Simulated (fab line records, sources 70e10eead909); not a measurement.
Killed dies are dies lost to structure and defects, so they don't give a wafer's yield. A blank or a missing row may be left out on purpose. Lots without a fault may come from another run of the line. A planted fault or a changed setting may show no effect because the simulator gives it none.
Which tool did it? | flow nand_harc | 13 lots, 39 wafers sampled, at 3 steps of a route of 1159

WHAT THE GAUGES READ, wafer by wafer
NHARC_A_WL_FILL_INSPECT_15. Usual: raw_defect_count 401, standard deviation 120.
lot  | measured     | on                | raw_defect_count | flag
L615 | day 16 08:26 | defect_inspect-02 | 271 570 278      |
L616 | day 16 15:35 | defect_inspect-01 | 249 511 219      |
L617 | day 17 00:11 | defect_inspect-02 | 250 273 406      |
L618 | day 17 08:31 | defect_inspect-01 | 325 341 274      |
L622 | day 17 19:05 | defect_inspect-02 | 488 412 382      |
L623 | day 18 08:47 | defect_inspect-01 | 541 359 389      |
L625 | day 18 16:23 | defect_inspect-01 | 446 336 377      |
L631 | day 20 11:48 | defect_inspect-01 | 699 463 526      |
L634 | day 20 13:57 | defect_inspect-01 | 420 266 253      |
L632 | day 20 21:03 | defect_inspect-01 | 392 398 622      |
L636 | day 20 21:45 | defect_inspect-01 | 783 543 668      |
L633 | day 21 02:23 | defect_inspect-01 | 404 599 460      |
L637 | day 21 18:34 | defect_inspect-01 | 353 361 338      |

NHARC_A_CONTACT_INSPECT_44. Usual: raw_defect_count 26, standard deviation 14.
lot  | measured     | on                | raw_defect_count | flag
L615 | day 16 15:35 | defect_inspect-02 | 24 19 13         |
L616 | day 16 21:43 | defect_inspect-01 | 11 8 5           |
L617 | day 17 04:13 | defect_inspect-02 | 17 14 21         |
L618 | day 17 12:38 | defect_inspect-01 | 6 11 6           |
L622 | day 17 23:26 | defect_inspect-02 | 15 14 13         |
L623 | day 18 14:09 | defect_inspect-01 | 15 21 14         |
L625 | day 19 00:18 | defect_inspect-02 | 14 14 21         |
L631 | day 20 15:34 | defect_inspect-01 | 56 50 49         |
L634 | day 20 17:47 | defect_inspect-02 | 18 15 9          |
L632 | day 21 02:40 | defect_inspect-01 | 10 15 12         |
L636 | day 21 04:51 | defect_inspect-02 | 40 29 29         |
L633 | day 21 10:50 | defect_inspect-01 | 48 53 49         |
L637 | day 22 01:15 | defect_inspect-02 | 41 51 29         |

WHICH TOOL RAN EACH LOT (tool, then ch and the chambers of the sampled wafers, then the start)
lot  | NHARC_A_CONTACT_DEP_24
L615 | pecvd-01 ch 1,2, day 16 08:42
L616 | pecvd-04 ch 0,1,2, day 16 15:42
L617 | pecvd-03 ch 1,2, day 17 00:22
L618 | pecvd-03 ch 0,1,2, day 17 08:35
L622 | pecvd-03 ch 0,1,2, day 17 19:32
L623 | pecvd-01 ch 0,1,2, day 18 08:55
L625 | pecvd-03 ch 1,2, day 18 16:27
L631 | pecvd-01 ch 0,1,2, day 20 11:59
L634 | pecvd-01 ch 0,1,2, day 20 14:01
L632 | pecvd-01 ch 0,2, day 20 21:07
L636 | pecvd-01 ch 0,1,2, day 20 21:58
L633 | pecvd-01 ch 1,2, day 21 02:31
L637 | pecvd-03 ch 1,2, day 21 18:37
- NHARC_A_CONTACT_DEP_24: deposits SiO2, target thk 500 nm.

WHAT THE TOOLS THEMSELVES READ (means of the sampled wafers that have a number; where no wafer has one, the mark that the record gives instead)
NHARC_A_CONTACT_DEP_24. Usual: heater_power_w 597 W, standard deviation 150; mfc_precursor_sccm 161.4 sccm, standard deviation 0.54; susceptor_temp_C 399.98 C, standard deviation 0.24; throttle_valve_pct 15.9 %, standard deviation 0.55.
lot  | tool     | heater_power_w (W) | mfc_precursor_sccm (sccm) | susceptor_temp_C (C) | throttle_valve_pct (%) | flag
L615 | pecvd-01 | 800                | 161.3                     | 400.04               | 16.4                   |
L616 | pecvd-04 | 582                | 161.5                     | 400.30               | 16.4                   |
L617 | pecvd-03 | 538                | 161.6                     | 400.06               | 15.6                   |
L618 | pecvd-03 | 552                | 161.5                     | 399.94               | 15.5                   |
L622 | pecvd-03 | 499                | 161.4                     | 399.98               | 15.6                   |
L623 | pecvd-01 | 625                | 161.5                     | 399.90               | 16.8                   |
L625 | pecvd-03 | 582                | 168.0                     | 399.77               | 15.6                   | OFF
L631 | pecvd-01 | 656                | 161.1                     | 400.07               | 16.2                   |
L634 | pecvd-01 | 618                | 161.4                     | 400.03               | 16.1                   |
L632 | pecvd-01 | 511                | 161.3                     | 400.03               | 16.2                   |
L636 | pecvd-01 | 638                | 161.8                     | 399.92               | 16.1                   |
L633 | pecvd-01 | 674                | 161.1                     | 400.18               | 16.0                   |
L637 | pecvd-03 | 506                | 161.5                     | 400.11               | 15.7                   |

THE ANSWER, worked out from the rows above alone
Rule: a lot is off if the mean of its wafers that have a number lies more than 3 standard deviations from the usual mean. A lot without any number at a reading at which 4 lots or more have one is off too. The other lots that the step has rows for count as sound. The gauges are gone through in route order, then the tools' own readings, and for those a lot's mean is taken as printed above. The first step at which some lot is off is used, and at that step the reading that is off furthest; a lot without a number counts as furthest.
Off: L625, at NHARC_A_CONTACT_DEP_24 (mfc_precursor_sccm).
A tool fits if, at that step or a process step before it, it ran every lot that is off, and no sound lot after the first of them. None of those tried fits.

WHAT THE SIMULATOR HAD PUT IN
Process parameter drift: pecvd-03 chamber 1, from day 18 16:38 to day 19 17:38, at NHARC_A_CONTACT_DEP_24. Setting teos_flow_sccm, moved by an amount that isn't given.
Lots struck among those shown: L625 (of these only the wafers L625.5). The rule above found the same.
